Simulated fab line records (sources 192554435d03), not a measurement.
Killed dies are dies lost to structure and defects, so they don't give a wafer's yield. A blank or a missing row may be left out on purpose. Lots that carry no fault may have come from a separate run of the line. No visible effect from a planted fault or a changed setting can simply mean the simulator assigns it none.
fab line records / flow n5Finfet / part 2 of 2: steps 18 to 28 of 28
record lots=5 wafers=15 lastDay=18
route steps=1938 shown BEOL_M4@1030
lots with no fault: from the same line, run without faults
startH: start of the lot's first displayed wafer, in hours after the record's first day / waitH: hours since the lot's step before / " unchanged from the row above / L1.1+2: a row that stands for several wafers / - no value present, or no start provided / * or withheld: withheld / < > ~ a bound
route shown NAME@n: a module of which the file shows steps, and the number in the route of the first / usual: average and standard deviation across the fault-free wafers / same: alike in all rows / chamber/n: place in a boat / sites: each site's reading / _std_site: their standard deviation / _edge_site: the outer-site mean with the inner-site mean subtracted / radiusMm: how far each site lies from the wafer's centre / mask NAME#n: copy n / behind: the last tool/chamber to shape the wafer / hold: what put the lot on hold/how long, in hours/how the hold closed / device: the n, p or np transistor that did not switch / end of line: tests run on the same wafers once the route is complete / step lacking rows: just its recipe / killed: the dies lost at the first sort to structure and to defects; this is not the yield of the wafer / map: a wafer's dies, marking killed ones x, the rest . and places with no die _
set.NAME: the setting as run; set.NAME@STEP: as run at that earlier step / model.NAME: the simulator's own value behind a step, which no gauge read
lots at selected steps of the route; one table per step, one row per wafer
services: when a tool's chamber went out of use (startH, in hours from the record's first day, below 0 if earlier), for how many hours, and the reason
## steps
# step N5_BEOL_M4_COAT_67
# recipe resist=SOC tempC=250 timeS=60 spinRpm=1500 resistThkNm=60
# usual exhaustPa=44.7/0.92 heaterPowerTotalW=500.4/1.8
lot.wafer=L079.4 tool=lithoTrack-04 chamber=0 startH=191.16 waitH=0.0 exhaustPa=44.9 heaterPowerTotalW=502.0
lot.wafer=L079.5 tool=lithoTrack-04 chamber=0 startH=191.16 waitH=0.0 exhaustPa=44.3 heaterPowerTotalW=501.0
lot.wafer=L079.6 tool=lithoTrack-04 chamber=0 startH=191.16 waitH=0.0 exhaustPa=44.1 heaterPowerTotalW=501.9
lot.wafer=L083.1 tool=lithoTrack-04 chamber=0 startH=224.96 waitH=0.0 exhaustPa=45.0 heaterPowerTotalW=500.9
lot.wafer=L083.5 tool=lithoTrack-04 chamber=0 startH=224.96 waitH=0.0 exhaustPa=45.4 heaterPowerTotalW=498.0
lot.wafer=L083.6 tool=lithoTrack-04 chamber=0 startH=224.96 waitH=0.0 exhaustPa=43.6 heaterPowerTotalW=502.7
lot.wafer=L090.4 tool=lithoTrack-03 chamber=0 startH=267.02 waitH=0.0 exhaustPa=45.5 heaterPowerTotalW=503.2
lot.wafer=L090.5 tool=lithoTrack-03 chamber=0 startH=267.02 waitH=0.0 exhaustPa=45.1 heaterPowerTotalW=502.7
lot.wafer=L090.6 tool=lithoTrack-03 chamber=0 startH=267.02 waitH=0.0 exhaustPa=45.3 heaterPowerTotalW=498.6
lot.wafer=L093.1 tool=lithoTrack-04 chamber=0 startH=287.06 waitH=0.0 exhaustPa=43.6 heaterPowerTotalW=501.0
lot.wafer=L093.2 tool=lithoTrack-04 chamber=0 startH=287.06 waitH=0.0 exhaustPa=45.1 heaterPowerTotalW=501.7
lot.wafer=L093.6 tool=lithoTrack-04 chamber=0 startH=287.06 waitH=0.0 exhaustPa=44.0 heaterPowerTotalW=503.3
lot.wafer=L097.2 tool=lithoTrack-04 chamber=0 startH=298.17 waitH=0.0 exhaustPa=43.9 heaterPowerTotalW=499.4
lot.wafer=L097.4 tool=lithoTrack-04 chamber=0 startH=298.17 waitH=0.0 exhaustPa=44.4 heaterPowerTotalW=502.2
lot.wafer=L097.6 tool=lithoTrack-04 chamber=0 startH=298.17 waitH=0.0 exhaustPa=43.7 heaterPowerTotalW=503.3
# step N5_BEOL_M4_COAT_68
# recipe resist=SiARC tempC=220 timeS=60 spinRpm=1500 resistThkNm=12
# usual exhaustPa=45.0/0.8 heaterPowerTotalW=427.7/2
lot.wafer=L079.4 tool=lithoTrack-04 chamber=0 startH=- waitH=- exhaustPa=44.3 heaterPowerTotalW=430.2
lot.wafer=L079.5 tool=lithoTrack-04 chamber=0 startH=- waitH=- exhaustPa=45.4 heaterPowerTotalW=427.5
lot.wafer=L079.6 tool=lithoTrack-04 chamber=0 startH=- waitH=- exhaustPa=44.7 heaterPowerTotalW=430.3
lot.wafer=L083.1 tool=lithoTrack-04 chamber=0 startH=- waitH=- exhaustPa=45.5 heaterPowerTotalW=429.4
lot.wafer=L083.5 tool=lithoTrack-04 chamber=0 startH=- waitH=- exhaustPa=44.3 heaterPowerTotalW=427.1
lot.wafer=L083.6 tool=lithoTrack-04 chamber=0 startH=- waitH=- exhaustPa=44.3 heaterPowerTotalW=427.9
lot.wafer=L090.4 tool=lithoTrack-03 chamber=0 startH=- waitH=- exhaustPa=43.9 heaterPowerTotalW=425.5
lot.wafer=L090.5 tool=lithoTrack-03 chamber=0 startH=- waitH=- exhaustPa=45.5 heaterPowerTotalW=424.3
lot.wafer=L090.6 tool=lithoTrack-03 chamber=0 startH=- waitH=- exhaustPa=45.7 heaterPowerTotalW=426.7
lot.wafer=L093.1 tool=lithoTrack-04 chamber=0 startH=- waitH=- exhaustPa=46.7 heaterPowerTotalW=430.9
lot.wafer=L093.2 tool=lithoTrack-04 chamber=0 startH=- waitH=- exhaustPa=47.1 heaterPowerTotalW=430.9
lot.wafer=L093.6 tool=lithoTrack-04 chamber=0 startH=- waitH=- exhaustPa=44.8 heaterPowerTotalW=430.7
lot.wafer=L097.2 tool=lithoTrack-04 chamber=0 startH=- waitH=- exhaustPa=43.9 heaterPowerTotalW=430.2
lot.wafer=L097.4 tool=lithoTrack-04 chamber=0 startH=- waitH=- exhaustPa=44.5 heaterPowerTotalW=424.8
lot.wafer=L097.6 tool=lithoTrack-04 chamber=0 startH=- waitH=- exhaustPa=44.2 heaterPowerTotalW=425.7
# step N5_BEOL_M4_COAT_76
# recipe resist=underlayer tempC=205 timeS=60 spinRpm=1500 resistThkNm=5
# usual exhaustPa=44.8/0.82 heaterPowerTotalW=391.9/1.3
lot.wafer=L079.4 tool=lithoTrack-04 chamber=0 startH=- waitH=- exhaustPa=43.9 heaterPowerTotalW=389.5
lot.wafer=L079.5 tool=lithoTrack-04 chamber=0 startH=- waitH=- exhaustPa=45.3 heaterPowerTotalW=392.8
lot.wafer=L079.6 tool=lithoTrack-04 chamber=0 startH=- waitH=- exhaustPa=44.2 heaterPowerTotalW=393.2
lot.wafer=L083.1 tool=lithoTrack-04 chamber=0 startH=- waitH=- exhaustPa=44.0 heaterPowerTotalW=392.7
lot.wafer=L083.5 tool=lithoTrack-04 chamber=0 startH=- waitH=- exhaustPa=45.2 heaterPowerTotalW=392.9
lot.wafer=L083.6 tool=lithoTrack-04 chamber=0 startH=- waitH=- exhaustPa=44.4 heaterPowerTotalW=390.7
lot.wafer=L090.4 tool=lithoTrack-03 chamber=0 startH=- waitH=- exhaustPa=43.4 heaterPowerTotalW=391.7
lot.wafer=L090.5 tool=lithoTrack-03 chamber=0 startH=- waitH=- exhaustPa=45.4 heaterPowerTotalW=390.1
lot.wafer=L090.6 tool=lithoTrack-03 chamber=0 startH=- waitH=- exhaustPa=44.5 heaterPowerTotalW=392.8
lot.wafer=L093.1 tool=lithoTrack-04 chamber=0 startH=- waitH=- exhaustPa=44.9 heaterPowerTotalW=393.4
lot.wafer=L093.2 tool=lithoTrack-04 chamber=0 startH=- waitH=- exhaustPa=44.6 heaterPowerTotalW=391.3
lot.wafer=L093.6 tool=lithoTrack-04 chamber=0 startH=- waitH=- exhaustPa=45.2 heaterPowerTotalW=390.4
lot.wafer=L097.2 tool=lithoTrack-04 chamber=0 startH=- waitH=- exhaustPa=44.1 heaterPowerTotalW=390.4
lot.wafer=L097.4 tool=lithoTrack-04 chamber=0 startH=- waitH=- exhaustPa=43.1 heaterPowerTotalW=392.3
lot.wafer=L097.6 tool=lithoTrack-04 chamber=0 startH=- waitH=- exhaustPa=43.3 heaterPowerTotalW=390.8
# step N5_BEOL_M4_COAT_22
# recipe resist=CAR-EUV spinRpm=1500 resistThkNm=30
# usual exhaustPa=45.0/0.87
lot.wafer=L079.4 tool=lithoTrack-04 chamber=0 startH=- waitH=- exhaustPa=44.7
lot.wafer=L079.5 tool=lithoTrack-04 chamber=0 startH=- waitH=- exhaustPa=45.1
lot.wafer=L079.6 tool=lithoTrack-04 chamber=0 startH=- waitH=- exhaustPa=45.7
lot.wafer=L083.1 tool=lithoTrack-04 chamber=0 startH=- waitH=- exhaustPa=46.1
lot.wafer=L083.5 tool=lithoTrack-04 chamber=0 startH=- waitH=- exhaustPa=44.0
lot.wafer=L083.6 tool=lithoTrack-04 chamber=0 startH=- waitH=- exhaustPa=46.4
lot.wafer=L090.4 tool=lithoTrack-03 chamber=0 startH=- waitH=- exhaustPa=46.2
lot.wafer=L090.5 tool=lithoTrack-03 chamber=0 startH=- waitH=- exhaustPa=46.8
lot.wafer=L090.6 tool=lithoTrack-03 chamber=0 startH=- waitH=- exhaustPa=44.3
lot.wafer=L093.1 tool=lithoTrack-04 chamber=0 startH=- waitH=- exhaustPa=46.4
lot.wafer=L093.2 tool=lithoTrack-04 chamber=0 startH=- waitH=- exhaustPa=46.4
lot.wafer=L093.6 tool=lithoTrack-04 chamber=0 startH=- waitH=- exhaustPa=46.1
lot.wafer=L097.2 tool=lithoTrack-04 chamber=0 startH=- waitH=- exhaustPa=45.9
lot.wafer=L097.4 tool=lithoTrack-04 chamber=0 startH=- waitH=- exhaustPa=46.1
lot.wafer=L097.6 tool=lithoTrack-04 chamber=0 startH=- waitH=- exhaustPa=45.0
# step N5_BEOL_M4_EBR_24
# recipe solvent=PGMEA ebrWidthMm=1.5
# usual exhaustPa=44.9/0.83
lot.wafer=L079.4 tool=lithoTrack-04 chamber=0 startH=- waitH=- exhaustPa=44.4
lot.wafer=L079.5 tool=lithoTrack-04 chamber=0 startH=- waitH=- exhaustPa=44.6
lot.wafer=L079.6 tool=lithoTrack-04 chamber=0 startH=- waitH=- exhaustPa=44.0
lot.wafer=L083.1 tool=lithoTrack-04 chamber=0 startH=- waitH=- exhaustPa=46.3
lot.wafer=L083.5 tool=lithoTrack-04 chamber=0 startH=- waitH=- exhaustPa=46.2
lot.wafer=L083.6 tool=lithoTrack-04 chamber=0 startH=- waitH=- exhaustPa=47.1
lot.wafer=L090.4 tool=lithoTrack-03 chamber=0 startH=- waitH=- exhaustPa=45.7
lot.wafer=L090.5 tool=lithoTrack-03 chamber=0 startH=- waitH=- exhaustPa=44.5
lot.wafer=L090.6 tool=lithoTrack-03 chamber=0 startH=- waitH=- exhaustPa=45.4
lot.wafer=L093.1 tool=lithoTrack-04 chamber=0 startH=- waitH=- exhaustPa=45.4
lot.wafer=L093.2 tool=lithoTrack-04 chamber=0 startH=- waitH=- exhaustPa=44.5
lot.wafer=L093.6 tool=lithoTrack-04 chamber=0 startH=- waitH=- exhaustPa=43.9
lot.wafer=L097.2 tool=lithoTrack-04 chamber=0 startH=- waitH=- exhaustPa=44.9
lot.wafer=L097.4 tool=lithoTrack-04 chamber=0 startH=- waitH=- exhaustPa=44.9
lot.wafer=L097.6 tool=lithoTrack-04 chamber=0 startH=- waitH=- exhaustPa=45.4
# step N5_BEOL_M4_SOFTBAKE_23
# recipe tempC=110 timeS=60 resist=CAR-EUV
# usual exhaustPa=45.1/0.93 heaterPowerTotalW=175.2/1.6
lot.wafer=L079.4 tool=lithoTrack-04 chamber=0 startH=- waitH=- exhaustPa=44.3 heaterPowerTotalW=173.1
lot.wafer=L079.5 tool=lithoTrack-04 chamber=0 startH=- waitH=- exhaustPa=43.8 heaterPowerTotalW=176.6
lot.wafer=L079.6 tool=lithoTrack-04 chamber=0 startH=- waitH=- exhaustPa=43.4 heaterPowerTotalW=174.0
lot.wafer=L083.1 tool=lithoTrack-04 chamber=0 startH=- waitH=- exhaustPa=46.3 heaterPowerTotalW=175.8
lot.wafer=L083.5 tool=lithoTrack-04 chamber=0 startH=- waitH=- exhaustPa=45.2 heaterPowerTotalW=177.5
lot.wafer=L083.6 tool=lithoTrack-04 chamber=0 startH=- waitH=- exhaustPa=45.2 heaterPowerTotalW=174.8
lot.wafer=L090.4 tool=lithoTrack-03 chamber=0 startH=- waitH=- exhaustPa=46.2 heaterPowerTotalW=175.1
lot.wafer=L090.5 tool=lithoTrack-03 chamber=0 startH=- waitH=- exhaustPa=45.8 heaterPowerTotalW=173.0
lot.wafer=L090.6 tool=lithoTrack-03 chamber=0 startH=- waitH=- exhaustPa=45.5 heaterPowerTotalW=177.0
lot.wafer=L093.1 tool=lithoTrack-04 chamber=0 startH=- waitH=- exhaustPa=44.1 heaterPowerTotalW=175.1
lot.wafer=L093.2 tool=lithoTrack-04 chamber=0 startH=- waitH=- exhaustPa=45.1 heaterPowerTotalW=175.9
lot.wafer=L093.6 tool=lithoTrack-04 chamber=0 startH=- waitH=- exhaustPa=46.6 heaterPowerTotalW=174.5
lot.wafer=L097.2 tool=lithoTrack-04 chamber=0 startH=- waitH=- exhaustPa=45.6 heaterPowerTotalW=173.7
lot.wafer=L097.4 tool=lithoTrack-04 chamber=0 startH=- waitH=- exhaustPa=43.7 heaterPowerTotalW=176.7
lot.wafer=L097.6 tool=lithoTrack-04 chamber=0 startH=- waitH=- exhaustPa=45.1 heaterPowerTotalW=173.5
# step N5_BEOL_M4_EXPOSE_25
# recipe maskId=V3 na=0.33 sourceShape=quasar sigmaInner=0.2 sigmaOuter=0.8 polarization=unpolarized defocusNm=5 doseMj=63
# same dipoleOpeningDeg=30
lot.wafer=L079.4+5+6 tool=euvScanner-01 chamber=0 startH=191.46 waitH=- mask=V3#0
lot.wafer=L083.1+5+6 tool=euvScanner-01 chamber=0 startH=225.22 waitH=- mask=V3#0
lot.wafer=L090.4+5+6 tool=euvScanner-02 chamber=0 startH=267.18 waitH=- mask=V3#0
lot.wafer=L093.1+2+6 tool=euvScanner-01 chamber=0 startH=287.32 waitH=- mask=V3#0
lot.wafer=L097.2+4+6 tool=euvScanner-01 chamber=0 startH=298.32 waitH=- mask=V3#0
# step N5_BEOL_M4_PEB_26
# recipe pebTempC=100 pebTimeS=60 resist=CAR-EUV
# usual exhaustPa=45.1/0.94 heaterPowerTotalW=154.1/1.1
lot.wafer=L079.4 tool=lithoTrack-02 chamber=0 startH=191.51 waitH=0.0 exhaustPa=44.3 heaterPowerTotalW=155.6
lot.wafer=L079.5 tool=lithoTrack-02 chamber=0 startH=191.51 waitH=0.0 exhaustPa=44.1 heaterPowerTotalW=153.0
lot.wafer=L079.6 tool=lithoTrack-02 chamber=0 startH=191.51 waitH=0.0 exhaustPa=43.8 heaterPowerTotalW=153.0
lot.wafer=L083.1 tool=lithoTrack-03 chamber=0 startH=225.30 waitH=0.1 exhaustPa=42.5 heaterPowerTotalW=153.3
lot.wafer=L083.5 tool=lithoTrack-03 chamber=0 startH=225.30 waitH=0.1 exhaustPa=44.4 heaterPowerTotalW=155.0
lot.wafer=L083.6 tool=lithoTrack-03 chamber=0 startH=225.30 waitH=0.1 exhaustPa=43.7 heaterPowerTotalW=153.7
lot.wafer=L090.4 tool=lithoTrack-02 chamber=0 startH=267.24 waitH=0.0 exhaustPa=45.3 heaterPowerTotalW=153.6
lot.wafer=L090.5 tool=lithoTrack-02 chamber=0 startH=267.24 waitH=0.0 exhaustPa=44.0 heaterPowerTotalW=153.4
lot.wafer=L090.6 tool=lithoTrack-02 chamber=0 startH=267.24 waitH=0.0 exhaustPa=45.0 heaterPowerTotalW=153.6
lot.wafer=L093.1 tool=lithoTrack-03 chamber=0 startH=287.40 waitH=0.1 exhaustPa=44.3 heaterPowerTotalW=153.0
lot.wafer=L093.2 tool=lithoTrack-03 chamber=0 startH=287.40 waitH=0.1 exhaustPa=44.4 heaterPowerTotalW=154.0
lot.wafer=L093.6 tool=lithoTrack-03 chamber=0 startH=287.40 waitH=0.1 exhaustPa=44.5 heaterPowerTotalW=154.9
lot.wafer=L097.2 tool=lithoTrack-04 chamber=0 startH=298.39 waitH=0.1 exhaustPa=45.5 heaterPowerTotalW=154.8
lot.wafer=L097.4 tool=lithoTrack-04 chamber=0 startH=298.39 waitH=0.1 exhaustPa=45.2 heaterPowerTotalW=155.7
lot.wafer=L097.6 tool=lithoTrack-04 chamber=0 startH=298.39 waitH=0.1 exhaustPa=46.3 heaterPowerTotalW=152.3
# step N5_BEOL_M4_DEVELOP_27
# recipe developTimeS=30 developer=TMAH resist=CAR-EUV rinseLiquid=surfactantRinse dry=airSpin devTempC=23
# usual developerTempC=23.00/0.11 exhaustPa=44.9/0.9
lot.wafer=L079.4 tool=lithoTrack-02 chamber=0 startH=- waitH=- developerTempC=23.02 exhaustPa=45.2
lot.wafer=L079.5 tool=lithoTrack-02 chamber=0 startH=- waitH=- developerTempC=22.95 exhaustPa=44.4
lot.wafer=L079.6 tool=lithoTrack-02 chamber=0 startH=- waitH=- developerTempC=22.99 exhaustPa=46.7
lot.wafer=L083.1 tool=lithoTrack-03 chamber=0 startH=- waitH=- developerTempC=23.03 exhaustPa=44.0
lot.wafer=L083.5 tool=lithoTrack-03 chamber=0 startH=- waitH=- developerTempC=22.95 exhaustPa=43.8
lot.wafer=L083.6 tool=lithoTrack-03 chamber=0 startH=- waitH=- developerTempC=22.88 exhaustPa=42.1
lot.wafer=L090.4 tool=lithoTrack-02 chamber=0 startH=- waitH=- developerTempC=23.00 exhaustPa=44.5
lot.wafer=L090.5 tool=lithoTrack-02 chamber=0 startH=- waitH=- developerTempC=23.18 exhaustPa=42.6
lot.wafer=L090.6 tool=lithoTrack-02 chamber=0 startH=- waitH=- developerTempC=23.06 exhaustPa=44.5
lot.wafer=L093.1 tool=lithoTrack-03 chamber=0 startH=- waitH=- developerTempC=23.12 exhaustPa=44.1
lot.wafer=L093.2 tool=lithoTrack-03 chamber=0 startH=- waitH=- developerTempC=23.10 exhaustPa=46.0
lot.wafer=L093.6 tool=lithoTrack-03 chamber=0 startH=- waitH=- developerTempC=23.06 exhaustPa=45.2
lot.wafer=L097.2 tool=lithoTrack-04 chamber=0 startH=- waitH=- developerTempC=22.92 exhaustPa=43.9
lot.wafer=L097.4 tool=lithoTrack-04 chamber=0 startH=- waitH=- developerTempC=22.82 exhaustPa=44.5
lot.wafer=L097.6 tool=lithoTrack-04 chamber=0 startH=- waitH=- developerTempC=22.91 exhaustPa=43.1
# step N5_BEOL_M4_CD_MEAS_28
# recipe targetCdNm=26.2 landingEnergyEv=500 detector=seInlens targetCdYNm=24.1 polarity=opening
# usual cdNm=26.17/0.23
# same landingEnergyEv=500
lot.wafer=L079.4 tool=cdSem-03 chamber=0 startH=191.58 waitH=- cdNm=26.05
lot.wafer=L079.5 tool=cdSem-03 chamber=0 startH=191.58 waitH=- cdNm=25.90
lot.wafer=L079.6 tool=cdSem-03 chamber=0 startH=191.58 waitH=- cdNm=26.12
lot.wafer=L083.1 tool=cdSem-03 chamber=0 startH=225.37 waitH=- cdNm=26.25
lot.wafer=L083.5 tool=cdSem-03 chamber=0 startH=225.37 waitH=- cdNm=26.50
lot.wafer=L083.6 tool=cdSem-03 chamber=0 startH=225.37 waitH=- cdNm=25.86
lot.wafer=L090.4 tool=cdSem-02 chamber=0 startH=267.30 waitH=- cdNm=25.74
lot.wafer=L090.5 tool=cdSem-02 chamber=0 startH=267.30 waitH=- cdNm=26.31
lot.wafer=L090.6 tool=cdSem-02 chamber=0 startH=267.30 waitH=- cdNm=25.91
lot.wafer=L093.1 tool=cdSem-02 chamber=0 startH=287.47 waitH=- cdNm=26.36
lot.wafer=L093.2 tool=cdSem-02 chamber=0 startH=287.47 waitH=- cdNm=26.20
lot.wafer=L093.6 tool=cdSem-02 chamber=0 startH=287.47 waitH=- cdNm=25.91
lot.wafer=L097.2 tool=cdSem-02 chamber=0 startH=298.46 waitH=- cdNm=26.03
lot.wafer=L097.4 tool=cdSem-02 chamber=0 startH=298.46 waitH=- cdNm=26.46
lot.wafer=L097.6 tool=cdSem-02 chamber=0 startH=298.46 waitH=- cdNm=26.32
# step N5_BEOL_M4_OVL_MEAS_29
# recipe pointsPerWafer=522
# usual V3_OVL=0.4/0.63
lot.wafer=L079.4 tool=overlay-01 chamber=0 startH=191.62 waitH=0.0 V3_OVL[nm]=1.0
lot.wafer=L079.5 tool=overlay-01 chamber=0 startH=191.62 waitH=0.0 V3_OVL[nm]=0.5
lot.wafer=L079.6 tool=overlay-01 chamber=0 startH=191.62 waitH=0.0 V3_OVL[nm]=1.1
lot.wafer=L083.1 tool=overlay-01 chamber=0 startH=225.40 waitH=0.0 V3_OVL[nm]=-0.1
lot.wafer=L083.5 tool=overlay-01 chamber=0 startH=225.40 waitH=0.0 V3_OVL[nm]=0.5
lot.wafer=L083.6 tool=overlay-01 chamber=0 startH=225.40 waitH=0.0 V3_OVL[nm]=0.9
lot.wafer=L090.4 tool=overlay-01 chamber=0 startH=267.35 waitH=0.0 V3_OVL[nm]=0.8
lot.wafer=L090.5 tool=overlay-01 chamber=0 startH=267.35 waitH=0.0 V3_OVL[nm]=0.4
lot.wafer=L090.6 tool=overlay-01 chamber=0 startH=267.35 waitH=0.0 V3_OVL[nm]=0.2
lot.wafer=L093.1 tool=overlay-01 chamber=0 startH=287.50 waitH=0.0 V3_OVL[nm]=0.8
lot.wafer=L093.2 tool=overlay-01 chamber=0 startH=287.50 waitH=0.0 V3_OVL[nm]=-0.3
lot.wafer=L093.6 tool=overlay-01 chamber=0 startH=287.50 waitH=0.0 V3_OVL[nm]=-0.1
lot.wafer=L097.2 tool=overlay-02 chamber=0 startH=298.49 waitH=0.0 V3_OVL[nm]=1.3
lot.wafer=L097.4 tool=overlay-02 chamber=0 startH=298.49 waitH=0.0 V3_OVL[nm]=-0.2
lot.wafer=L097.6 tool=overlay-02 chamber=0 startH=298.49 waitH=0.0 V3_OVL[nm]=0.4
## services
tool=rieDiel-06 chamber=- startH=176.36 hours=0.6 kind=repair
tool=euvScanner-02 chamber=0 startH=203.20 hours=- kind=calibration
tool=euvScanner-01 chamber=- startH=208.98 hours=1.0 kind=pm
tool=euvScanner-02 chamber=- startH=211.96 hours=1.0 kind=pm
tool=euvScanner-01 chamber=- startH=212.97 hours=4.6 kind=pm
tool=rieMetal-03 chamber=1 startH=218.36 hours=1.4 kind=repair
tool=euvScanner-02 chamber=- startH=227.91 hours=5.8 kind=pm
tool=rieDiel-04 chamber=1 startH=235.11 hours=- kind=clean
tool=rieDiel-04 chamber=1 startH=235.11 hours=- kind=consumableReplace:focusRing
tool=rieDiel-04 chamber=1 startH=235.11 hours=19.4 kind=scheduledDown
tool=rieDiel-04 chamber=1 startH=235.11 hours=19.4 kind=ventCycle
tool=rieMetal-01 chamber=- startH=252.55 hours=4.3 kind=pm
tool=rieMetal-01 chamber=1 startH=259.54 hours=2.0 kind=repair
tool=euvScanner-01 chamber=- startH=265.13 hours=1.0 kind=pm
tool=euvScanner-02 chamber=- startH=268.14 hours=1.0 kind=pm
tool=rieDiel-06 chamber=0 startH=268.22 hours=15.3 kind=repair
tool=euvScanner-02 chamber=- startH=273.51 hours=4.6 kind=pm
tool=rieDiel-06 chamber=2 startH=293.88 hours=4.3 kind=repair
tool=rieDiel-05 chamber=3 startH=296.99 hours=- kind=clean
tool=rieDiel-05 chamber=3 startH=296.99 hours=- kind=consumableReplace:focusRing
tool=rieDiel-05 chamber=3 startH=296.99 hours=14.1 kind=scheduledDown
tool=rieDiel-05 chamber=3 startH=296.99 hours=14.1 kind=ventCycle
tool=rieDiel-05 chamber=2 startH=297.03 hours=9.6 kind=repair
